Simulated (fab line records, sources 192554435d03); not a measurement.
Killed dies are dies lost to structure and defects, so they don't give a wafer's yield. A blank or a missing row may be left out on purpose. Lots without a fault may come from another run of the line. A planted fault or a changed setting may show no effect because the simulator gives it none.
Chamber matching | flow n5_finfet | N5_BEOL_M6_ETCH_66 on rie_diel-03: 4 sister chambers
The step etches SOC in N2/H2, target depth 80 nm, overetch 16 nm, time 120 s. 18 wafers are shown with their chamber, then 9 later ones without.

WAFERS WITH THEIR CHAMBER
wafer  | chamber | drypump_motor_current_A (A) | showerhead_plenum_p_Torr (Torr) | throttle_valve_pct (%)
L078.2 | 3       | 5.5                         | 2.49                            | 17.80
L078.3 | 2       | 6.0                         | 2.61                            | 18.43
L078.6 | 1       | 6.6                         | 2.48                            | 17.54
L080.4 | 1       | 6.6                         | 2.48                            | 17.53
L080.5 | 0       | 5.4                         | 2.50                            | 17.82
L080.6 | 1       | 6.6                         | 2.48                            | 17.54
L081.3 | 1       | 6.5                         | 2.48                            | 17.54
L081.4 | 2       | 6.0                         | 2.61                            | 18.44
L081.5 | 3       | 5.5                         | 2.49                            | 17.81
L086.1 | 3       | 5.5                         | 2.48                            | 17.84
L086.2 | 0       | 5.4                         | 2.50                            | 17.87
L086.4 | 3       | 5.5                         | 2.48                            | 17.83
L091.1 | 0       | 5.4                         | 2.49                            | 17.88
L091.4 | 2       | 6.0                         | 2.60                            | 18.07
L091.5 | 0       | 5.4                         | 2.49                            | 17.87
L093.1 | 3       | 5.5                         | 2.48                            | 17.88
L093.4 | 2       | 6.0                         | 2.60                            | 18.09
L093.6 | 3       | 5.5                         | 2.48                            | 17.87

SIGNATURES (means of the wafers above)
reading                  | chamber 0 | chamber 1 | chamber 2 | chamber 3 | scatter within a chamber
drypump_motor_current_A  | 5.400     | 6.575     | 6.000     | 5.500     | 0.0231
showerhead_plenum_p_Torr | 2.4950    | 2.4800    | 2.6050    | 2.4833    | 0.00488
throttle_valve_pct       | 17.8600   | 17.5375   | 18.2575   | 17.8383   | 0.0977
Rule: a wafer's distance from a chamber is the root of the sum, over the readings, of the square of ((its reading less the chamber's mean) divided by the reading's scatter). The wafer belongs to the nearest chamber; if the next one is less than 2 further off, it can't be placed. The scatter: the root of (the sum of the squares of (reading less its chamber's mean) over the shown wafers, divided by (wafers less chambers)).

WAFERS WITHOUT THEIR CHAMBER
wafer  | drypump_motor_current_A (A) | showerhead_plenum_p_Torr (Torr) | throttle_valve_pct (%)
L094.1 | 5.5                         | 2.48                            | 17.88
L094.2 | 5.4                         | 2.49                            | 17.91
L094.6 | 5.4                         | 2.49                            | 17.89
L097.1 | 6.6                         | 2.46                            | 17.61
L097.2 | 6.0                         | 2.60                            | 18.08
L097.3 | 5.5                         | 2.47                            | 17.86
L095.3 | 5.5                         | 2.47                            | 17.87
L095.5 | 5.5                         | 2.47                            | 17.88
L095.6 | 5.4                         | 2.49                            | 17.90

WHICH CHAMBER EACH WENT THROUGH
wafer  | from the rows above | in truth
L094.1 | 3                   | 3
L094.2 | 0                   | 0
L094.6 | 0                   | 0
L097.1 | 1                   | 1
L097.2 | 2                   | 2
L097.3 | 3                   | 3
L095.3 | 3                   | 3
L095.5 | 3                   | 3
L095.6 | 0                   | 0
Placed correctly: 9 of 9. Can't be placed from these rows: 0. Placed wrongly: 0.
